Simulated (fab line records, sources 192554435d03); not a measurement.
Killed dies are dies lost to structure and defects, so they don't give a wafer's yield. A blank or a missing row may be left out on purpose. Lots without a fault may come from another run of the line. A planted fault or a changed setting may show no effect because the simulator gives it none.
A struck lot beside a sound one | flow n5_finfet | 36 steps out of a route of 1938
Sound: wafers L148.2, L148.4, L148.5. Struck: wafers L137.1, L137.4. The cause comes at the end.
At each step with rows: each side's tool, then ch and its chambers, then its first start. Under that, the readings that differ: sound wafers | struck wafers | difference of the means | sigmas: that difference in standard deviations of wafers without a fault.
alike: readings whose means differ by less than 2 such deviations, and words and numbers that are the same on both sides. not compared: withheld readings, readings that some wafer has no value for, bounds like >300 that may hide the same value, and numbers for which the record gives no deviation and whose values overlap.
The two part at a step that has a row with sigmas, a row that says differs or no value, or rows on one side only. Numbers that don't overlap but have no deviation are shown without sigmas and don't part them. A reading that every wafer of one side lacks parts them only if that side has two wafers or more.

first, 33 steps without rows for these wafers: N5_BEOL_M4_ANNEAL_95 (time 240 s); N5_BEOL_M4_SPUTTER_96 (material Cu, target thk 4.5 nm, time 8.29 s); N5_BEOL_M4_ECD_50 (material Cu, target thk 300 nm); N5_BEOL_M4_ANNEAL_51 (time 90 s); N5_BEOL_M4_CMP_52 (polishes, stops on SiOC, t overpolish 6.8 s, target thk 40 nm); N5_BEOL_M4_PRE_CLEAN_60 (time 15 s); N5_BEOL_M4_CO_CAP_55 (material Co, precursor CCTBA/H2, target thk 2 nm, time 102.1 s); N5_BEOL_M4_PRE_CLEAN_56 (time 15 s); N5_BEOL_M4_DEP_57 (deposits SiCN from 3MS/NH3, target thk 8 nm, time 14 s); N5_BEOL_M5_ILD_DEP_00 (deposits SiCOH lowk from DEMS/porogen, target thk 140.64 nm, time 25.9 s); N5_BEOL_M5_CURE_79 (cures SiCOH lowk, time 240 s); N5_BEOL_M5_PECVD_70 (deposits SiO2 from TEOS/O2, target thk 16 nm, time 18 s); N5_BEOL_M5_HM_DEP_02 (deposits TiN, target thk 20 nm); N5_BEOL_M5_COAT_59 (time 60 s, resist thk 60 nm); N5_BEOL_M5_COAT_60 (time 60 s, resist thk 12 nm); N5_BEOL_M5_COAT_71 (time 60 s, resist thk 5 nm); N5_BEOL_M5_COAT_05 (resist thk 30 nm); N5_BEOL_M5_EBR_07; N5_BEOL_M5_SOFTBAKE_06 (time 60 s); N5_BEOL_M5_EXPOSE_08 (exposes mask M5, target cd 28 nm); N5_BEOL_M5_PEB_09 (peb time 60 s); N5_BEOL_M5_DEVELOP_10 (develop time 30 s); N5_BEOL_M5_DESCUM_16 (chemistry O2, time 7 s); N5_BEOL_M5_ETCH_72 (etches underlayer in N2/H2, target depth 6.5 nm, time 5.2 s); N5_BEOL_M5_ETCH_61 (etches SiARC in CF4, target depth 15.6 nm, time 26 s); N5_BEOL_M5_ETCH_62 (etches SOC in N2/H2, target depth 75 nm, overetch 15 nm, time 112.5 s); N5_BEOL_M5_STRIP_63 (strips in N2/H2); N5_BEOL_M5_STRIP_73 (strips in N2/H2); N5_BEOL_M5_STRIP_64 (strips in CF4); N5_BEOL_M5_HM_OPEN_17 (chemistry Cl2/BCl3, target TiN, target depth 20 nm, overetch 6 nm); N5_BEOL_M5_STRIP_19 (strips in O2); N5_BEOL_M5_COAT_65 (time 60 s, resist thk 60 nm); N5_BEOL_M5_COAT_66 (time 60 s, resist thk 12 nm).
N5_BEOL_M5_ALD_86: deposits TaN, pulse time 2 s, purge time 3 s, co reactant purge time 2 s.
  sound on ald_metal-04 ch 1,3, day 13 05:22; struck on ald_metal-03 ch 0,2, day 10 03:46
  no value came back on the struck wafers for ald_cycles, chamber_pressure_Torr (Torr), heater_power_w (W); on the sound wafers ald_cycles reads 30 30 30
  not compared: since_wet_clean_h
N5_BEOL_M5_CMP_52: polishes, stops on SiCOH lowk, t overpolish 6.9 s, target thk 62 nm.
  sound on cmp-04 ch 0,1,2, day 13 13:08; struck on cmp-03 ch 1,3, day 10 09:19
  reading                      | sound          | struck    | difference | sigmas
  barrier_field_endpoint_s (s) | 25.2 25.2 24.9 | 22.7 22.7 | -2.4       | -3
  alike: clearing_platen_down_force_psi, head_pressure_psi, motor_current_A
  not compared: pad_life_wafers
-- the record jumps here: 4 days lie between the struck wafers' starts before and after (it left off in module BEOL_M5 and takes up again in module PASSIVATION, whose first step shown is number 1936 of the route) --
N5_PASSIVATION_PROBE_49:
  sound on prober-02, day 17 11:16; struck on prober-02, day 14 13:02
  reading         | sound       | struck    | difference | sigmas
  killed_at_M4_up | 12 22 14    | 1106 1080 | +1077      | +99 or more
  killed_dies     | 110 110 126 | 1180 1180 | +1065      | +63
  killed_on_rim   | 10 14 22    | 152 152   | +137       | +31
  alike: killed_at_M0_to_M3, killed_at_contacts, killed_at_front_end, killed_at_other, killed_open, killed_short

WHERE THEY PART
First at N5_BEOL_M5_ALD_86; last, within this record, at N5_PASSIVATION_PROBE_49.

WHY: what the simulator had put in
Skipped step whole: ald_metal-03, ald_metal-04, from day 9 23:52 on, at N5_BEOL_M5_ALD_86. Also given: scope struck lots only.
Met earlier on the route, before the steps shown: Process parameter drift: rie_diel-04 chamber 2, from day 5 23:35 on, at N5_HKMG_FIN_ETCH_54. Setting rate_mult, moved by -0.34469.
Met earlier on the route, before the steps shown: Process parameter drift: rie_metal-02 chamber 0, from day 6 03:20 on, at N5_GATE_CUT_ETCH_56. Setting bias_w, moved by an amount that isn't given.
